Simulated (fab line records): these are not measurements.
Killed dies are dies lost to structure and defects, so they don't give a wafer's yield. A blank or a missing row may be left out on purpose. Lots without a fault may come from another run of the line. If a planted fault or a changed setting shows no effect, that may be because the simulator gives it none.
fab line records + flow n5_finfet
record:
- lots: 4
- wafers: 12
- last_day: 16
route steps=1938 shown BEOL_M4@1099 BEOL_M5@1112 MIM_TOP@1838 PASSIVATION@1936
lots untouched by any fault: they come from a run of this same line in which no faults occurred
start_h: start of the lot's first displayed wafer, in hours after the record's first day + wait_h: how many hours have passed since the lot's step before this one + " unchanged from the row above + L1.1+2: one row covering several wafers at once + - value missing, or start not given + * or withheld: withheld + < > ~ a bound
route shown NAME@n: a module of which the file shows steps, and the number in the route of the first + usual: mean/standard deviation of fault-free wafers + same: alike in all rows + chamber/n: place in a boat + sites: readings site by site + _std_site: the standard deviation of these + _edge_site: the outer-site mean with the inner-site mean subtracted + radius_mm: for every site, how far away it sits from the centre of the wafer + mask NAME#n: copy n + behind: the last tool/chamber to shape the wafer + hold: what put the lot on hold/how long, in hours/how the hold closed + device: whichever transistor did not switch (one of n, p or np) + end of line: tests of these same wafers at the route's end + step lacking rows: just its recipe + killed: dies that structure and defects cost at the first sort, which is not the same as the wafer's yield + map: a wafer's dies, x killed, . not, _ none there
set.NAME: setting as actually run; set.NAME@STEP: the setting as run at that earlier step + model.NAME: the simulator's own value behind a step, which no gauge read
lots at selected steps of the route; one table per step, one row per wafer
services: when a tool's chamber went out of use (start_h, in hours from the record's first day, below 0 if earlier), for how many hours, and the reason
== steps ==
step: N5_BEOL_M4_ANNEAL_95
recipe:
- temp_c: 400
- time_s: 240
- ambient: vacuum
step: N5_BEOL_M4_SPUTTER_96
recipe:
- material: Cu
- target_thk_a: 45
- temp_c: -20
- chamber_pressure_pa: 0.07
- power_w: withheld
- time_s: 8.29
step: N5_BEOL_M4_ECD_50
recipe:
- material: Cu
- target_thk_a: 3000
step: N5_BEOL_M4_ANNEAL_51
recipe:
- temp_c: 225
- time_s: 90
- ambient: N2
step: N5_BEOL_M4_CMP_52
recipe:
- stop_on: SiOC
- t_overpolish_s: 6.8
- down_force_psi: 1
- platen_rpm: 50
- clearing_platen_down_force_psi: 1.5
- clearing_platen_rpm: 50
- post_cmp_clean: cu_alkaline
- target_thk_nm: 40
- clearing_platen_pad_velocity_m_s: 0.99484
- pad_velocity_m_s: 0.99484
step: N5_BEOL_M4_PRE_CLEAN_60
recipe:
- gas: NH3/H2
- time_s: 15
- temp_c: *
- rf_power_w: 300
step: N5_BEOL_M4_CO_CAP_55
recipe:
- material: Co
- target_thk_a: 20
- temp_c: 200
- precursor: CCTBA/H2
- pressure_torr: 30
- time_s: 102.1
step: N5_BEOL_M4_PRE_CLEAN_56
recipe:
- gas: NH3
- time_s: 15
- temp_c: withheld
- rf_power_w: 300
step: N5_BEOL_M4_DEP_57
recipe:
- material: SiCN
- target_thk_a: 80
- temp_c: withheld
- precursor: 3MS/NH3
- pressure_torr: 3
- rf_w: 202
- time_s: 14
step: N5_BEOL_M4_RC_MEAS_101
usual:
- DIBL_N: 36.9/2.1
- DIBL_P: 37.1/2.5
- IOFF_N: 0.17/0.039
- IOFF_P: 0.23/0.043
- ION_N: 673/15
- ION_P: 462/9.1
- SS_N: 71.8/0.69
- SS_P: 73.6/0.74
- VT_N: 250/3.6
- VT_P: -249.7/2.9
| lot.wafer | tool      | chamber | start_h | wait_h | DIBL_N[mV/V] | DIBL_P[mV/V] | IOFF_N[nA/um] | IOFF_P[nA/um] | ION_N[uA/um] | ION_P[uA/um] | SS_N[mV/dec] | SS_P[mV/dec] | VT_N[mV] | VT_P[mV] |
|-----------|-----------|---------|---------|--------|--------------|--------------|---------------|---------------|--------------|--------------|--------------|--------------|----------|----------|
| L444.1    | prober-02 | 0       | 197.47  | 0.0    | 38.4         | 39.1         | 0.20          | 0.26          | 690          | 470          | 72.4         | 74.5         | 250      | -250.4   |
| L444.2    | "         | 0       | "       | "      | 35.2         | 35.7         | 0.16          | 0.21          | 691          | 471          | 71.2         | 73.7         | 251      | -251.3   |
| L444.3    | "         | 0       | "       | "      | 37.5         | 37.1         | 0.19          | 0.22          | 675          | 454          | 72.3         | 74.0         | 250      | -252.9   |
| L454.1    | prober-01 | 0       | 257.49  | 0.0    | 37.7         | 38.6         | 0.18          | 0.25          | 681          | 471          | 71.3         | 73.1         | 248      | -247.8   |
| L454.2    | "         | 0       | "       | "      | 39.9         | 40.1         | 0.20          | 0.27          | 669          | 458          | 72.0         | 74.2         | 249      | -248.6   |
| L454.3    | "         | 0       | "       | "      | 35.8         | 35.0         | 0.14          | 0.19          | 671          | 467          | 70.7         | 73.1         | 253      | -252.3   |
| L455.1    | prober-02 | 0       | 259.83  | 0.0    | 38.3         | 40.0         | 0.19          | 0.24          | 685          | 465          | 72.6         | 74.2         | 244      | -250.7   |
| L455.3    | "         | 0       | "       | "      | 35.9         | 36.5         | 0.14          | 0.18          | 666          | 454          | 71.8         | 73.7         | 254      | -255.0   |
| L455.4    | "         | 0       | "       | "      | 40.8         | 42.8         | 0.24          | 0.28          | 692          | 468          | 72.4         | 75.5         | 248      | -251.3   |
| L456.1    | prober-01 | 0       | 272.38  | 0.0    | 35.6         | 33.3         | 0.11          | 0.16          | 637          | 440          | 71.7         | 72.4         | 257      | -256.5   |
| L456.4    | "         | 0       | "       | "      | 40.6         | 42.5         | 0.23          | 0.30          | 701          | 477          | 72.6         | 74.8         | 246      | -244.5   |
| L456.6    | "         | 0       | "       | "      | 37.4         | 37.2         | 0.16          | 0.21          | 679          | 461          | 71.4         | 73.2         | 250      | -250.5   |
step: N5_BEOL_M5_ILD_DEP_00
recipe:
- material: SiCOH_lowk
- target_thk_a: 1406.4
- temp_c: 300
- precursor: DEMS/porogen
- pressure_torr: 5
- rf_w: 500
- time_s: 25.9
step: N5_BEOL_M5_CURE_79
recipe:
- temp_c: 385
- time_s: 240
- ambient: He/Ar
- material: SiCOH_lowk
step: N5_BEOL_M5_PECVD_70
recipe:
- material: SiO2
- target_thk_a: 160
- temp_c: 400
- precursor: TEOS/O2
- pressure_torr: 5.5
- rf_w: 450
- teos_flow_sccm: 53.8
- gas: O2
- flow_sccm: 3000
- time_s: 18
step: N5_BEOL_M5_HM_DEP_02
recipe:
- material: TiN
- target_thk_a: 200
- temp_c: 25
- chamber_pressure_pa: 0.49996
step: N5_BEOL_M5_COAT_59
recipe:
- resist: SOC
- temp_c: 250
- time_s: 60
- spin_rpm: 1500
- resist_thk_nm: 60
step: N5_BEOL_M5_COAT_60
recipe:
- resist: SiARC
- temp_c: 220
- time_s: 60
- spin_rpm: 1500
- resist_thk_nm: 12
step: N5_BEOL_M5_COAT_71
recipe:
- resist: underlayer
- temp_c: 205
- time_s: 60
- spin_rpm: 1500
- resist_thk_nm: 5
step: N5_BEOL_M5_COAT_05
recipe:
- resist: CAR-EUV
- spin_rpm: 1500
- resist_thk_nm: 30
step: N5_BEOL_M5_EBR_07
recipe:
- solvent: PGMEA
- ebr_width_mm: 1.5
step: N5_BEOL_M5_SOFTBAKE_06
recipe:
- temp_c: 110
- time_s: 60
- resist: CAR-EUV
step: N5_BEOL_M5_EXPOSE_08
recipe:
- mask_id: M5
- na: 0.33
- source_shape: annular
- sigma_inner: 0.4
- sigma_outer: 0.8
- polarization: unpolarized
- target_cd_nm: 28
- dose_mj: 35.75
step: N5_BEOL_M5_PEB_09
recipe:
- peb_temp_c: 100
- peb_time_s: 60
- resist: CAR-EUV
step: N5_BEOL_M5_DEVELOP_10
recipe:
- develop_time_s: 30
- developer: TMAH
- resist: CAR-EUV
- rinse_liquid: surfactant_rinse
- dry: air_spin
- dev_temp_c: 23
step: N5_BEOL_M5_DESCUM_16
recipe:
- chemistry: O2
- time_s: 7
- source_power_w: 50
- bias_power_w: 20
- pressure_mtorr: 20
- rf_frequency_hz: 2.712e+07
- temp_c: 40
- resist: CAR-EUV
- o2_flow_sccm: 225
step: N5_BEOL_M5_ETCH_72
recipe:
- chemistry: N2/H2
- target: underlayer
- target_depth_a: 65
- mask_material: CAR-EUV
- time_s: 5.2
- ion_energy_ev: 200
- pressure_mtorr: 30
- source_w: 840
- bias_w: 150
- n2_flow_sccm: 200
- h2_flow_sccm: 200
- ends: cleared
step: N5_BEOL_M5_ETCH_61
recipe:
- chemistry: CF4
- target: SiARC
- target_depth_a: 156
- mask_material: CAR-EUV
- time_s: 26
- ion_energy_ev: 80
- pressure_mtorr: 40
- source_w: 545
- bias_w: 36
- Ar_flow_sccm: 100
- cf4_flow_sccm: 100
- ends: cleared
step: N5_BEOL_M5_ETCH_62
recipe:
- chemistry: N2/H2
- target: SOC
- target_depth_a: 750
- overetch_a: 150
- mask_material: SiARC
- temp_c: 40
- time_s: 112.5
- ion_energy_ev: 200
- pressure_mtorr: 30
- source_w: 840
- bias_w: 150
- n2_flow_sccm: 200
- h2_flow_sccm: 200
step: N5_BEOL_M5_STRIP_63
recipe:
- chemistry: N2/H2
- temp_c: 40
- n2_flow_sccm: 200
- h2_flow_sccm: 200
- rf_frequency_hz: 6e+07
step: N5_BEOL_M5_STRIP_73
recipe:
- chemistry: N2/H2
- temp_c: 40
- n2_flow_sccm: 200
- h2_flow_sccm: 200
- rf_frequency_hz: 6e+07
step: N5_BEOL_M5_STRIP_64
recipe:
- chemistry: CF4
- resist: SiARC
- power_w: 300
- bias_power_w: 75
- pressure_mtorr: 50
- cf4_flow_sccm: 150
- rf_frequency_hz: 6e+07
step: N5_BEOL_M5_HM_OPEN_17
recipe:
- chemistry: Cl2/BCl3
- target_depth_a: 200
- overetch_a: 60
- target: TiN
- mask_material: SOC
- ion_energy_ev: 150
- pressure_mtorr: 10
- icp_w: 1000
- bias_w: 126
- Cl2_flow_sccm: 53.25
- bcl3_flow_sccm: 21.75
- Ar_flow_sccm: 25
step: N5_BEOL_M5_STRIP_19
recipe:
- chemistry: O2
- power_w: 400
- temp_c: 40
- pressure_mtorr: 30
- rf_frequency_hz: 6e+07
- bias_power_w: 0
- overash_fraction: 0.2
- o2_flow_sccm: 225
step: N5_BEOL_M5_COAT_65
recipe:
- resist: SOC
- temp_c: 250
- time_s: 60
- spin_rpm: 1500
- resist_thk_nm: 60
step: N5_BEOL_M5_COAT_66
recipe:
- resist: SiARC
- temp_c: 220
- time_s: 60
- spin_rpm: 1500
- resist_thk_nm: 12
step: N5_MIM_TOP_SPUTTER_03
recipe:
- material: TiN
- target_thk_a: 350
- temp_c: 200
- power_w: 3000
- chamber_pressure_pa: 0.49996
- gas: Ar
- reactive_partial_pa: 0.37997
- time_s: 89.7
usual:
- cathode_dc_power_W: 2999.9/0.58
- throttle_valve_pct: 29.4/0.92
| lot.wafer | tool           | chamber | start_h | wait_h | cathode_dc_power_W | throttle_valve_pct | model.TiN_of_MIM_TOP_SPUTTER_03.thk_nm |
|-----------|----------------|---------|---------|--------|--------------------|--------------------|----------------------------------------|
| L444.1    | pvd_sputter-01 | -       | 290.54  | 0.0    | 2999.1             | 29.9               | 34.6                                   |
| L444.2    | "              | -       | "       | "      | 3000.1             | 27.5               | 34.4                                   |
| L444.3    | "              | -       | "       | "      | 3000.6             | 29.9               | 34                                     |
| L455.1    | pvd_sputter-01 | -       | 346.93  | 0.0    | 3706.5             | 29.8               | 43.6                                   |
| L455.3    | "              | -       | "       | "      | 3706.7             | 29.4               | 43.2                                   |
| L455.4    | "              | -       | "       | "      | 3707.1             | 27.8               | 43                                     |
| L454.1    | pvd_sputter-01 | -       | 347.05  | 0.0    | 3706.2             | 27.3               | 42.6                                   |
| L454.2    | "              | -       | "       | "      | 3706.5             | 29.7               | 42.4                                   |
| L454.3    | "              | -       | "       | "      | 3707.0             | 29.9               | 43                                     |
| L456.1    | pvd_sputter-02 | -       | 359.87  | 0.0    | 3000.4             | 30.6               | 34.4                                   |
| L456.4    | "              | -       | "       | "      | 3000.0             | 29.4               | 34.6                                   |
| L456.6    | "              | -       | "       | "      | 2999.6             | 30.9               | 34.8                                   |
step: N5_PASSIVATION_PROBE_49
usual:
- defect_limited_yield: 91.3/1.4
- killed_at_M0_to_M3: 32/9.5
- killed_at_M4_up: 14/5.2
- killed_at_contacts: 13/5.7
- killed_at_front_end: 41/12
- killed_at_other: 3.5/2.6
- killed_dies: 103/17
- killed_on_rim: 14/4
- killed_open: 68/14
- killed_short: 32/7
- sort_bin_5_function: 5.0/0.91
- sort_bin_6_memory: 3.3/0.7
- sort_bin_8_speed: 0.03/0.22
- sort_n_pass: 1076/17
- sort_yield_pct: 91.2/1.4
same:
- gross_dies: 1180
- killed_at_back_side: 0
- sort_bin_4_leakage[%]: 0
| lot.wafer | tool      | chamber | start_h | wait_h | defect_limited_yield[%] | killed_at_M0_to_M3 | killed_at_M4_up | killed_at_contacts | killed_at_front_end | killed_at_other | killed_dies | killed_on_rim | killed_open | killed_short | sort_bin_5_function[%] | sort_bin_6_memory[%] | sort_bin_8_speed[%] | sort_n_pass | sort_yield_pct[%] |
|-----------|-----------|---------|---------|--------|-------------------------|--------------------|-----------------|--------------------|---------------------|-----------------|-------------|---------------|-------------|--------------|------------------------|----------------------|---------------------|-------------|-------------------|
| L455.1    | prober-01 | -       | 358.73  | 0.0    | 0                       | 30                 | 15              | 15                 | 43                  | 1077            | 1180        | 152           | 60          | 43           | 4.5                    | 3.8                  | 0                   | 0           | 0                 |
| L455.3    | prober-01 | -       | 358.83  | 0.1    | 0                       | 24                 | 6               | 16                 | 53                  | 1081            | 1180        | 152           | 56          | 45           | 5.1                    | 3.5                  | 0                   | 0           | 0                 |
| L455.4    | prober-01 | -       | 358.88  | 0.2    | 0                       | 15                 | 21              | 12                 | 50                  | 1082            | 1180        | 152           | 64          | 34           | 4.3                    | 3.7                  | 0                   | 0           | 0                 |
| L454.1    | prober-02 | -       | 359.24  | 0.0    | 0                       | 35                 | 10              | 17                 | 41                  | 1077            | 1180        | 152           | 74          | 34           | 5.4                    | 3.1                  | 0                   | 0           | 0                 |
| L454.2    | prober-02 | -       | 359.29  | 0.1    | 0                       | 38                 | 6               | 6                  | 42                  | 1088            | 1180        | 152           | 60          | 34           | 4.2                    | 3.6                  | 0                   | 0           | 0                 |
| L454.3    | prober-02 | -       | 359.34  | 0.1    | 0                       | 29                 | 10              | 6                  | 27                  | 1108            | 1180        | 152           | 50          | 30           | 3.6                    | 3.1                  | 0                   | 0           | 0                 |
| L456.6    | prober-02 | -       | 372.56  | 0.3    | 91.4                    | 35                 | 15              | 16                 | 36                  | 0               | 102         | 11            | 60          | 33           | 4.6                    | 3.0                  | 0                   | 1078        | 91.4              |
killed by level:class
L455.1 MIM_TOP:area_sputter=1076 MOL_CONTACT_COAG:geometric_particle:open=13 FIN_SAQP:geometric_particle:open=9 FIN_SAQP:geometric_particle:short=8 BEOL_M0_SAQP:geometric_particle:short=8 BEOL_M0_SAQP:geometric_particle:open=6 BEOL_M2:geometric_particle:short=6 GATE_CUT:geometric_particle:open=5
L455.3 MIM_TOP:area_sputter=1078 MOL_CONTACT_COAG:geometric_particle:open=11 FIN_SAQP:geometric_particle:short=10 GATE_CUT:geometric_particle:short=9 FIN_SAQP:geometric_particle:open=7 ILD0:geometric_particle:open=6 MOL_CONTACT_COAG:geometric_particle:short=5 BEOL_M0_SAQP:geometric_particle:short=5
L455.4 MIM_TOP:area_sputter=1082 FIN_SAQP:geometric_particle:open=12 STI_FIN_REVEAL:geometric_particle:open=10 MOL_CONTACT_COAG:geometric_particle:open=8 FIN_SAQP:geometric_particle:short=6 DUMMY_GATE:geometric_particle:open=6 BEOL_M0_SAQP:geometric_particle:open=6 DUMMY_GATE:geometric_particle:short=5
L454.1 MIM_TOP:area_sputter=1072 MOL_CONTACT_COAG:geometric_particle:open=16 BEOL_M0_SAQP:geometric_particle:open=14 BEOL_M0_SAQP:geometric_particle:short=13 FIN_SAQP:geometric_particle:open=12 BEOL_M4:geometric_particle:open=8 GATE_CUT:geometric_particle:short=8 STI_FIN_REVEAL:geometric_particle:open=5
L454.2 MIM_TOP:area_sputter=1086 BEOL_M0_SAQP:geometric_particle:short=15 FIN_SAQP:geometric_particle:open=9 BEOL_M0_SAQP:geometric_particle:open=8 FIN_SAQP:geometric_particle:short=7 STI_FIN_REVEAL:geometric_particle:open=7 BEOL_M0:geometric_particle:open=6 MOL_CONTACT_COAG:geometric_particle:open=5
L454.3 MIM_TOP:area_sputter=1100 BEOL_M0_SAQP:geometric_particle:short=11 BEOL_M0_SAQP:geometric_particle:open=11 BEOL_M4:geometric_particle:open=7 FIN_SAQP:geometric_particle:open=6 GATE_CUT:geometric_particle:short=6 MOL_CONTACT_COAG:geometric_particle:open=5 STARTING-WAFER:geometric_particle:open=5
L456.6 MOL_CONTACT_COAG:geometric_particle:open=13 BEOL_M0_SAQP:geometric_particle:short=11 BEOL_M0_SAQP:geometric_particle:open=9 HKMG_FIN:area_etch=9 BEOL_M4:geometric_particle:open=8 FIN_SAQP:geometric_particle:open=5 STI_FIN_REVEAL:geometric_particle:open=5 FIN_SAQP:geometric_particle:short=4
map L454.1 (x killed, . not)
_________________xxxxxxxxxxxx________________
______________xxxxxxxxxxxxxxxxxx_____________
___________xxxxxxxxxxxxxxxxxxxxxxxx__________
__________xxxxxxxxxxxxxxxxxxxxxxxxxx_________
________xxxxxxxxxxxxxxxxxxxxxxxxxxxxxx_______
_______xxxxxxxxxxxxxxxxxxxxxxxxxxxxxxxx______
______xxxxxxxxxxxxxxxxxxxxxxxxxxxxxxxxxx_____
_____xxxxxxxxxxxxxxxxxxxxxxxxxxxxxxxxxxxx____
____xxxxxxxxxxxxxxxxxxxxxxxxxxxxxxxxxxxxxx___
___xxxxxxxxxxxxxxxxxxxxxxxxxxxxxxxxxxxxxxxx__
___xxxxxxxxxxxxxxxxxxxxxxxxxxxxxxxxxxxxxxxx__
__xxxxxxxxxxxxxxxxxxxxxxxxxxxxxxxxxxxxxxxxxx_
__xxxxxxxxxxxxxxxxxxxxxxxxxxxxxxxxxxxxxxxxxx_
_xxxxxxxxxxxxxxxxxxxxxxxxxxxxxxxxxxxxxxxxxxxx
_xxxxxxxxxxxxxxxxxxxxxxxxxxxxxxxxxxxxxxxxxxxx
_xxxxxxxxxxxxxxxxxxxxxxxxxxxxxxxxxxxxxxxxxxxx
_xxxxxxxxxxxxxxxxxxxxxxxxxxxxxxxxxxxxxxxxxxxx
_xxxxxxxxxxxxxxxxxxxxxxxxxxxxxxxxxxxxxxxxxxxx
_xxxxxxxxxxxxxxxxxxxxxxxxxxxxxxxxxxxxxxxxxxxx
_xxxxxxxxxxxxxxxxxxxxxxxxxxxxxxxxxxxxxxxxxxxx
_xxxxxxxxxxxxxxxxxxxxxxxxxxxxxxxxxxxxxxxxxxxx
__xxxxxxxxxxxxxxxxxxxxxxxxxxxxxxxxxxxxxxxxxx_
__xxxxxxxxxxxxxxxxxxxxxxxxxxxxxxxxxxxxxxxxxx_
___xxxxxxxxxxxxxxxxxxxxxxxxxxxxxxxxxxxxxxxx__
___xxxxxxxxxxxxxxxxxxxxxxxxxxxxxxxxxxxxxxxx__
____xxxxxxxxxxxxxxxxxxxxxxxxxxxxxxxxxxxxxx___
_____xxxxxxxxxxxxxxxxxxxxxxxxxxxxxxxxxxxx____
______xxxxxxxxxxxxxxxxxxxxxxxxxxxxxxxxxx_____
_______xxxxxxxxxxxxxxxxxxxxxxxxxxxxxxxx______
________xxxxxxxxxxxxxxxxxxxxxxxxxxxxxx_______
__________xxxxxxxxxxxxxxxxxxxxxxxxxx_________
___________xxxxxxxxxxxxxxxxxxxxxxxx__________
______________xxxxxxxxxxxxxxxxxx_____________
_________________xxxxxxxxxxxx________________
map L455.1 (x killed, . not)
_________________xxxxxxxxxxxx________________
______________xxxxxxxxxxxxxxxxxx_____________
___________xxxxxxxxxxxxxxxxxxxxxxxx__________
__________xxxxxxxxxxxxxxxxxxxxxxxxxx_________
________xxxxxxxxxxxxxxxxxxxxxxxxxxxxxx_______
_______xxxxxxxxxxxxxxxxxxxxxxxxxxxxxxxx______
______xxxxxxxxxxxxxxxxxxxxxxxxxxxxxxxxxx_____
_____xxxxxxxxxxxxxxxxxxxxxxxxxxxxxxxxxxxx____
____xxxxxxxxxxxxxxxxxxxxxxxxxxxxxxxxxxxxxx___
___xxxxxxxxxxxxxxxxxxxxxxxxxxxxxxxxxxxxxxxx__
___xxxxxxxxxxxxxxxxxxxxxxxxxxxxxxxxxxxxxxxx__
__xxxxxxxxxxxxxxxxxxxxxxxxxxxxxxxxxxxxxxxxxx_
__xxxxxxxxxxxxxxxxxxxxxxxxxxxxxxxxxxxxxxxxxx_
_xxxxxxxxxxxxxxxxxxxxxxxxxxxxxxxxxxxxxxxxxxxx
_xxxxxxxxxxxxxxxxxxxxxxxxxxxxxxxxxxxxxxxxxxxx
_xxxxxxxxxxxxxxxxxxxxxxxxxxxxxxxxxxxxxxxxxxxx
_xxxxxxxxxxxxxxxxxxxxxxxxxxxxxxxxxxxxxxxxxxxx
_xxxxxxxxxxxxxxxxxxxxxxxxxxxxxxxxxxxxxxxxxxxx
_xxxxxxxxxxxxxxxxxxxxxxxxxxxxxxxxxxxxxxxxxxxx
_xxxxxxxxxxxxxxxxxxxxxxxxxxxxxxxxxxxxxxxxxxxx
_xxxxxxxxxxxxxxxxxxxxxxxxxxxxxxxxxxxxxxxxxxxx
__xxxxxxxxxxxxxxxxxxxxxxxxxxxxxxxxxxxxxxxxxx_
__xxxxxxxxxxxxxxxxxxxxxxxxxxxxxxxxxxxxxxxxxx_
___xxxxxxxxxxxxxxxxxxxxxxxxxxxxxxxxxxxxxxxx__
___xxxxxxxxxxxxxxxxxxxxxxxxxxxxxxxxxxxxxxxx__
____xxxxxxxxxxxxxxxxxxxxxxxxxxxxxxxxxxxxxx___
_____xxxxxxxxxxxxxxxxxxxxxxxxxxxxxxxxxxxx____
______xxxxxxxxxxxxxxxxxxxxxxxxxxxxxxxxxx_____
_______xxxxxxxxxxxxxxxxxxxxxxxxxxxxxxxx______
________xxxxxxxxxxxxxxxxxxxxxxxxxxxxxx_______
__________xxxxxxxxxxxxxxxxxxxxxxxxxx_________
___________xxxxxxxxxxxxxxxxxxxxxxxx__________
______________xxxxxxxxxxxxxxxxxx_____________
_________________xxxxxxxxxxxx________________
== services ==
| tool           | chamber | start_h | hours | kind   |
|----------------|---------|---------|-------|--------|
| pvd_sputter-02 | -       | 303.66  | 4.3   | repair |
| pvd_sputter-02 | -       | 342.91  | 6.3   | repair |
== key ==
first_sign:
- step: N5_MIM_TOP_SPUTTER_03
- reading: cathode_dc_power_W
- direction: up
- sigmas: 99+
- usual: *
- struck: *
effect:
- step: N5_PASSIVATION_PROBE_49
- reading: killed_at_other
- direction: up
- sigmas: 99+
- usual: 3.5
- struck: 1085.5
model_effect:
- step: N5_MIM_TOP_SPUTTER_03
- value: TiN_of_MIM_TOP_SPUTTER_03.thk_nm
- without: 34.77
- struck: 42.97
more_kills_born_at:
- N5_MIM_TOP_SPUTTER_03@pvd_sputter-01: 6494
met_at N5_MIM_TOP_SPUTTER_03
struck_wafers L454.1,L454.2,L454.3,L455.1,L455.3,L455.4
later_rows_left_out L454.1,L454.2,L454.3,L455.1,L455.3,L455.4
onset_between 290.54 346.93
fault:
- kind: process_parameter_drift
- tool: pvd_sputter-01
- chamber: -
- onset_h: 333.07
- steps: N5_MIM_TOP_SPUTTER_03
- channel: power_w
- offset: *
- shape: step
- end_h: 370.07
- acts_in: *
- stated: *
later_rows_left_out: the simulator's readings of these wafers behind a module that went badly wrong aren't trusted and aren't shown, but for the sort
